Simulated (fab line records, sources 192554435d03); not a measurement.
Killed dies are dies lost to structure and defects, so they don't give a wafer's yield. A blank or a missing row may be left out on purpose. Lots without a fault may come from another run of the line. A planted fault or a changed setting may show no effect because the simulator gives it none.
Which tool did it? | flow n5_finfet | 9 lots, 26 wafers sampled, at 1 step of a route of 1938

WHAT THE GAUGES READ, wafer by wafer
N5_MOL_CONTACT_COAG_CD_MEAS_08: target cd 28 nm.
lot  | measured     | on        | cd_nm (nm)
L938 | day 4 19:05  | cd_sem-02 | 28.36 28.03 28.32
L944 | day 6 05:29  | cd_sem-03 | 28.04 28.06 28.22
L945 | day 6 10:48  | cd_sem-02 | 27.75 28.30 28.02
L948 | day 7 05:46  | cd_sem-03 | 27.90 28.07 27.90
L950 | day 7 16:38  | cd_sem-03 | 28.05 28.09
L951 | day 7 23:13  | cd_sem-01 | 28.28 28.37 27.83
L956 | day 9 02:45  | cd_sem-03 | 28.20 27.78 27.84
L957 | day 9 09:27  | cd_sem-03 | 27.73 27.63 28.13
L960 | day 10 03:33 | cd_sem-03 | 27.83 27.69 27.96

WHICH TOOL RAN EACH LOT (tool, then ch and the chambers of the sampled wafers, then the start)
The record holds no process step before these readings.

THE ANSWER, worked out from the rows above alone
Rule: what is usual is taken from the lots themselves. Put in order of their means at a reading, lots are off if they are a third of the lots or fewer, leave a main group of 4 or more, and stand apart from it by a gap of 3 or more times the standard deviation of the main group's means; of several such gaps the widest counts. A main group whose means are all the same, to the digits that the tables above print for the reading, isn't used. A lot without any number at a reading at which 4 lots or more have one is off too. The other lots that the step has rows for count as sound.
No lot is off at any reading shown: from this, nothing can be told.

WHAT THE SIMULATOR HAD PUT IN
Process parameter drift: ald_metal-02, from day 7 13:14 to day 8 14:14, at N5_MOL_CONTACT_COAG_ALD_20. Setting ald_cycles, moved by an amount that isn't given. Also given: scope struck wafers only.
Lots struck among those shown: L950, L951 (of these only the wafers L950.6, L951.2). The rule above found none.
